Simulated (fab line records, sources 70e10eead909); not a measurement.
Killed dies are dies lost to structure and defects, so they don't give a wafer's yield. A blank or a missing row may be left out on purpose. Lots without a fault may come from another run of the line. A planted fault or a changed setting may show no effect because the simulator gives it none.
Which tool did it? | flow nand_harc | 11 lots, 33 wafers sampled, at 5 steps of a route of 1302

WHAT THE GAUGES READ, wafer by wafer
NHARC_P_M0_THK_MEAS_24: measures by xrf.
lot  | measured     | on            | thk_nm (nm)
L366 | day 6 14:55  | film_metro-02 | 117.9 116.5 116.9
L367 | day 7 01:44  | film_metro-02 | 118.8 117.1 117.3
L368 | day 7 09:58  | film_metro-02 | 118.3 115.2 117.7
L376 | day 10 18:33 | film_metro-01 | 118.6 119.0 118.2
L381 | day 12 22:50 | film_metro-01 | 29.9 28.7 29.9
L382 | day 13 10:13 | film_metro-02 | 31.2 30.7 28.5
L383 | day 13 15:07 | film_metro-01 | 115.4 117.9 119.3
L384 | day 14 01:44 | film_metro-02 | 118.5 117.7 118.4
L386 | day 14 20:19 | film_metro-02 | 116.9 116.6 114.9
L385 | day 15 00:08 | film_metro-01 | 119.0 119.2 120.0
L388 | day 16 03:02 | film_metro-02 | 116.2 118.1 117.6

WHICH TOOL RAN EACH LOT (tool, then ch and the chambers of the sampled wafers, then the start)
lot  | NHARC_P_M0_ETCH_15                            | NHARC_P_M0_PVD_20                       | NHARC_P_M0_ECD_22              | NHARC_P_M0_CMP_23
L366 | rie_diel-02 ch 1,2, day 6 13:30 or earlier    | pvd_sputter-01, day 6 13:30             | ecd_cu-02 ch 0,1, day 6 13:55  | cmp-01 ch 0,2, day 6 14:35
L367 | rie_diel-02 ch 0,1,3, day 7 00:43 or earlier  | pvd_sputter-03, day 7 00:43 or earlier  | ecd_cu-01 ch 0,1, day 7 00:43  | cmp-02 ch 1,2,3, day 7 01:25
L368 | rie_diel-02 ch 1,3, day 7 08:56 or earlier    | pvd_sputter-01, day 7 08:56 or earlier  | ecd_cu-02 ch 1, day 7 08:56    | cmp-03 ch 0,1,2, day 7 09:41
L376 | rie_diel-02 ch 0,1,3, day 10 17:34 or earlier | pvd_sputter-03, day 10 17:34 or earlier | ecd_cu-01 ch 0,1, day 10 17:34 | cmp-03 ch 2,3, day 10 18:14
L381 | rie_diel-11 ch 1,3, day 12 21:48 or earlier   | pvd_sputter-01, day 12 21:48 or earlier | ecd_cu-01 ch 0,1, day 12 21:48 | cmp-02 ch 1,3, day 12 22:31
L382 | rie_diel-04 ch 0,1, day 13 09:11 or earlier   | pvd_sputter-03, day 13 09:11 or earlier | ecd_cu-01 ch 0,1, day 13 09:11 | cmp-03 ch 1,3, day 13 09:54
L383 | rie_diel-02 ch 0,1,3, day 13 13:56 or earlier | pvd_sputter-01, day 13 13:56 or earlier | ecd_cu-01 ch 0,1, day 13 13:56 | cmp-03 ch 0,1,3, day 13 14:51
L384 | rie_diel-02 ch 1,2,3, day 14 00:45 or earlier | pvd_sputter-02, day 14 00:45 or earlier | ecd_cu-01 ch 0,1, day 14 00:45 | cmp-03 ch 1,2,3, day 14 01:25
L386 | rie_diel-02 ch 0,2, day 14 19:16 or earlier   | pvd_sputter-03, day 14 19:16 or earlier | ecd_cu-01 ch 0,1, day 14 19:16 | cmp-01 ch 0,1,2, day 14 20:02
L385 | rie_diel-02 ch 1,2, day 14 23:02 or earlier   | pvd_sputter-03, day 14 23:02 or earlier | ecd_cu-02 ch 0,1, day 14 23:02 | cmp-01 ch 0,1,2, day 14 23:49
L388 | rie_diel-02 ch 0,2,3, day 16 02:01 or earlier | pvd_sputter-02, day 16 02:01 or earlier | ecd_cu-01 ch 0,1, day 16 02:01 | cmp-02 ch 0,2,3, day 16 02:47
- NHARC_P_M0_ETCH_15: etches the open film in C4F8/Ar, target depth 150 nm, overetch 15 nm, time 82.5 s.
- NHARC_P_M0_PVD_20: deposits TaN, target thk 5 nm, time 8.06 s.
- NHARC_P_M0_ECD_22: material Cu, target thk 400 nm.
- NHARC_P_M0_CMP_23: polishes, t overpolish 20 s, target thk 117.54 nm.

THE ANSWER, worked out from the rows above alone
Rule: what is usual is taken from the lots themselves. Put in order of their means at a reading, lots are off if they are a third of the lots or fewer, leave a main group of 4 or more, and stand apart from it by a gap of 3 or more times the standard deviation of the main group's means; of several such gaps the widest counts. A main group whose means are all the same, to the digits that the tables above print for the reading, isn't used. A lot without any number at a reading at which 4 lots or more have one is off too. The other lots that the step has rows for count as sound.
Off: L381, L382, at NHARC_P_M0_THK_MEAS_24 (thk_nm). The main group: mean 117.7 nm, standard deviation 0.9.
A tool fits if, at a process step before that reading, it ran every lot that is off, and no sound lot after the first of them. The gauges at NHARC_P_M0_THK_MEAS_24 are tried like those tools. NHARC_P_M0_ETCH_15 gives no start for some lots, so the hours and the order of its lots are those of NHARC_P_M0_ECD_22. NHARC_P_M0_PVD_20 gives no start for some lots, so the hours and the order of its lots are those of NHARC_P_M0_ECD_22. None of those tried fits.

WHAT THE SIMULATOR HAD PUT IN
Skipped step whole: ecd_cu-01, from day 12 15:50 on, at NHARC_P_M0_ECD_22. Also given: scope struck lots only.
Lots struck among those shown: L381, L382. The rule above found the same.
